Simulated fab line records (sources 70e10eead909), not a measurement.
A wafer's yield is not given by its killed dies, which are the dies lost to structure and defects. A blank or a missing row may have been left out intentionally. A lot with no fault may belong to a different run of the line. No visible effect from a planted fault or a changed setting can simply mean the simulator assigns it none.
Comparing a struck lot with a sound one | flow nand-harc | 14 steps out of a route of 1159
Sound: wafers L918.2, L918.4, L918.5. Struck: wafer L927.5 (left out: L927.3, a lot-mate that was not struck); the cause follows at the end.
Order at every step that has rows: each side's tool, ch and its chambers, its first start. Under that, the readings that differ: sound wafers | struck wafers | difference of the means | sigmas: that difference in standard deviations of wafers without a fault.
alike: a reading whose means differ by less than 2 such deviations, as well as words and numbers matching on both sides. not compared: withheld readings; readings where some wafer has no value; bounds like >300 that might hide an equal value; numbers whose values overlap and for which the record gives no deviation.
Wherever a step has rows on one side only, a row that says differs or no value, or a row with sigmas, the two part there. Numbers that have no deviation but don't overlap get no sigmas and don't part them. A reading missing from all wafers of one side parts the sides only when that side holds two or more wafers.

first, 2 steps without rows for these wafers: NHARC_A_STAIRCASE_HARDBAKE_311 (time 140 s); NHARC_A_STAIRCASE_DESCUM_312 (chemistry O2, time 3 s).
NHARC_A_STAIRCASE_ETCH_313: etches the open film in CF4/CHF3.
  sound on rie-diel-01 ch 0,1,2, day 11 18:43; struck on rie-diel-13 ch 0, day 14 09:55
  alike: drypump-motor-current-A, oes-product-au, rf-vpp-V, showerhead-plenum-p-Torr, throttle-valve-pct
  not compared: rf-hours-counter-h
NHARC_A_STAIRCASE_HM_OPEN_463: chemistry O2/COS.
  sound: rie-diel-01 ch 0,2,3; struck: rie-diel-13 ch 1
  alike: drypump-motor-current-A, oes-product-au, rf-vpp-V, showerhead-plenum-p-Torr, throttle-valve-pct
  not compared: rf-hours-counter-h
then, 1 step without rows for these wafers: NHARC_A_STAIRCASE_STRIP_464 (strips in O2/COS).
NHARC_A_STAIRCASE_ETCH_453: etches the open film in CF4/O2, target depth 30 nm, overetch 3 nm, time 16.5 s.
  sound: rie-diel-01 ch 0,1,2; struck: rie-diel-13 ch 1
  reading               | sound             | struck | difference | sigmas
  oes-product-au (a.u.) | 0.990 0.993 0.994 | 1.010  | +0.018     | +2
  alike: drypump-motor-current-A, rf-vpp-V, showerhead-plenum-p-Torr, throttle-valve-pct
  not compared: rf-hours-counter-h
then, 1 step without rows for these wafers: NHARC_A_STAIRCASE_ETCH_315 (etches the open film in C4F8/O2/Ar, target depth 2500 nm, time 607.1 s).
NHARC_A_STAIRCASE_STRIP_316: strips in O2.
  sound: rie-diel-01 ch 1,2; struck: rie-diel-13 ch 3
  reading      | sound          | struck | difference | sigmas
  rf-vpp-V (V) | 57.4 57.2 58.2 | 59.5   | +1.9       | +2
  alike: drypump-motor-current-A, oes-product-au, showerhead-plenum-p-Torr, throttle-valve-pct
  not compared: rf-hours-counter-h
then, 3 steps without rows for these wafers: NHARC_A_STAIRCASE_STRIP_317 (strips in SPM, time 900 s); NHARC_A_STAIRCASE_PRECLEAN_318 (cleans in SC1); NHARC_A_STAIRCASE_SRD_329.
NHARC_A_STAIRCASE_ALD_415: deposits SiO2, target thk 30 nm, pulse time 6 s, ald cycles 300.
  sound on ald-hk-04 ch 0,1,2, day 11 20:57; struck on ald-hk-04 ch 1, day 14 12:47
  reading    | sound       | struck | difference | sigmas
  ald-cycles | 300 300 300 | 368    | +68        |
  alike: heater-power-w, precursor-pulse-height-rel, susceptor-temp-C
NHARC_A_STAIRCASE_ETCHBACK_416: etches the open film in C4F8/O2/Ar, target depth 36 nm, time 7.2 s.
  sound: rie-diel-13 ch 0,1,3; struck: rie-diel-01 ch 1
  reading               | sound          | struck | difference | sigmas
  oes-product-au (a.u.) | 0.92 0.92 0.91 | 1.00   | +0.08      | +3
  alike: rf-vpp-V
  not compared: rf-hours-counter-h
following that, these wafers have no rows for 1 step: NHARC_END_SORT_01.

## WHERE THEY PART
At NHARC_A_STAIRCASE_ETCH_453 first; at NHARC_A_STAIRCASE_ETCHBACK_416 last (within this record only).

WHY: whatever the simulator had introduced
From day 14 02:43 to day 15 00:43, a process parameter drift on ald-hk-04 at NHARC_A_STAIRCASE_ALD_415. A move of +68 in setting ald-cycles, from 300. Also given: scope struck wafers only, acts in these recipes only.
